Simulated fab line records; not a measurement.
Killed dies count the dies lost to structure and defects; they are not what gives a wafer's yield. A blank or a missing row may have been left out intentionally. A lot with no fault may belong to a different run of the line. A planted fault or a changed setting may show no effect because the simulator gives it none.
Split-lot experiment    flow n5-finfet    7 lots, 39 wafers read, on a route of 1938 steps

== ON THE SPLIT ==
At N5_BEOL_M4_ILD_DEP_00 (deposits SiOC from DEMS/O2, target thk 79 nm, time 15.3 s), the setting target-thk-a was moved away from the recipe's 790 angstrom on 9 of the 39 wafers read, by -44.0% to +31.5%. For the rest of the wafers, this setting stayed at what the recipe calls for.

No step appears in the file between the split and the reading.

== THE READING ==
M4_ILD_THK in nanometres, read at N5_BEOL_M4_THK_MEAS_01. On this fab line, fault-free wafers typically give 78.8 nm with a standard deviation of 1.2 nm.

wafer   tool, chamber at the split  target-thk-a as run, angstrom  against the recipe  M4_ILD_THK, nm  against lot-mates on the recipe
L075.1  pecvd-04, 1                 790                            recipe              76.3            -
L075.2  pecvd-04, 0,2               790                            recipe              77.8            -
L075.3  pecvd-04, 0,2               790                            recipe              77.8            -
L075.4  pecvd-04, 2                 790                            recipe              78.9            -
L075.5  pecvd-04, 1                 790                            recipe              76.8            -
L075.6  pecvd-04, 0                 790                            recipe              79.1            -
L077.1  pecvd-04, 1                 790                            recipe              76.5            -
L077.2  pecvd-04, 2                 1039                           +31.5%              103.4           +25.1
L077.3  pecvd-04, 0                 790                            recipe              79.0            -
L077.4  pecvd-04, 1                 1039                           +31.5%              102.8           +24.5
L077.5  pecvd-04, 2                 1039                           +31.5%              106.3           +28.0
L077.6  pecvd-04, 0                 790                            recipe              79.4            -
L082.1  pecvd-01, 2                 790                            recipe              77.8            -
L082.2  pecvd-01, 0                 790                            recipe              78.3            -
L082.3  pecvd-01, 1                 442.6                          -44.0%              43.8            -35.1
L082.4  pecvd-01, 1                 790                            recipe              80.7            -
L082.5  pecvd-01, 0                 442.6                          -44.0%              44.4            -34.5
L082.6  pecvd-01, 2                 442.6                          -44.0%              46.1            -32.8
L084.1  pecvd-03, 2                 790                            recipe              76.9            -
L084.2  pecvd-03, 1                 790                            recipe              79.0            -
L084.3  pecvd-03, 0,2               790                            recipe              78.9            -
L084.4  pecvd-03, 0,2               790                            recipe              78.8            -
L084.5  pecvd-03, 0                 790                            recipe              79.5            -
L084.6  pecvd-03, 1                 790                            recipe              79.9            -
L086.1  pecvd-01, 2                 603.8                          -23.6%              58.1            -19.8
L086.2  pecvd-01, 0                 790                            recipe              76.5            -
L086.3  pecvd-01, 1                 603.8                          -23.6%              59.7            -18.2
L086.4  pecvd-01, 0                 603.8                          -23.6%              59.2            -18.7
L086.5  pecvd-01, 1                 790                            recipe              79.5            -
L086.6  pecvd-01, 2                 790                            recipe              77.8            -
L087.3  pecvd-04, 0                 790                            recipe              79.0            -
L087.4  pecvd-04, 2                 790                            recipe              79.8            -
L087.5  pecvd-04, 1                 790                            recipe              78.3            -
L090.1  pecvd-04, 2                 790                            recipe              78.9            -
L090.2  pecvd-04, 0                 790                            recipe              79.3            -
L090.3  pecvd-04, 0                 790                            recipe              80.0            -
L090.4  pecvd-04, 2                 790                            recipe              79.8            -
L090.5  pecvd-04, 0                 790                            recipe              79.9            -
L090.6  pecvd-04, 2                 790                            recipe              80.4            -
The file does not say which wafer passed through which chamber wherever a row lists several chambers: such a row stands for several wafers.

THE FIT
A straight line over all 39 wafers: M4_ILD_THK changes by +0.792 nm for each +1% of target-thk-a; r = +1.00; the points scatter about the line by 1.3 nm.
The same after taking each lot's own level away (the mean of its wafers on the recipe; 39 wafers): +0.795 nm for each +1%; r = +1.00; scatter 1.1 nm.
That fit puts the effect of the largest move of target-thk-a on the reading at 35 nm.
Across the lots, their own levels run from 77.78 to 79.72 nm, a range of 1.6 times the standard deviation given above.
The two slopes agree, so the slope changes little with the lot-to-lot level.
Check: for one of the wafers moved furthest among these (-44.0%), held out of the fit, the line's prediction against its lot-mates is -34.8 nm. It came out at -35.1 nm against them.

== OTHER SPLITS APPLIED TO THESE WAFERS ==
These wafers also went through other splits before the reading. Each is held against what the fit with the lots' levels taken away leaves over:
other split on the same wafers            wafers away from the commonest value  r with M4_ILD_THK (lot level and that fit taken away)
N5_FIN_CUT_CUT_ETCH_26 target-depth-a     15                                    -0.10
N5_SD_EPI_P_ETCH_16 target-depth-a        15                                    +0.02
N5_MOL_CONTACT_COAG_PRECLEAN_111 time-s   12                                    -0.20
N5_BEOL_M1_TRENCH_ETCH_37 target-depth-a  12                                    +0.23

== THE WHOLE CHAIN: every reading that the file lists as answering this split, in the file's order ==
step                    what it does                                               reading                                                                             change (the file's fit)                r (the file's)
N5_BEOL_M4_ILD_DEP_00   deposits SiOC from DEMS/O2, target thk 79 nm, time 15.3 s  SiOC_of_BEOL_M4_ILD_DEP_00.thk-nm (the simulator's own value, which no gauge read)  +0.793 nm for each +1% of the setting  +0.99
N5_BEOL_M4_THK_MEAS_01                                                             M4_ILD_THK                                                                          +0.793 for each +1% of the setting     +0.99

== THE FILE'S OWN FIT ==
M4_ILD_THK changes by +0.793 nm for each +1% of target-thk-a, r = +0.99.
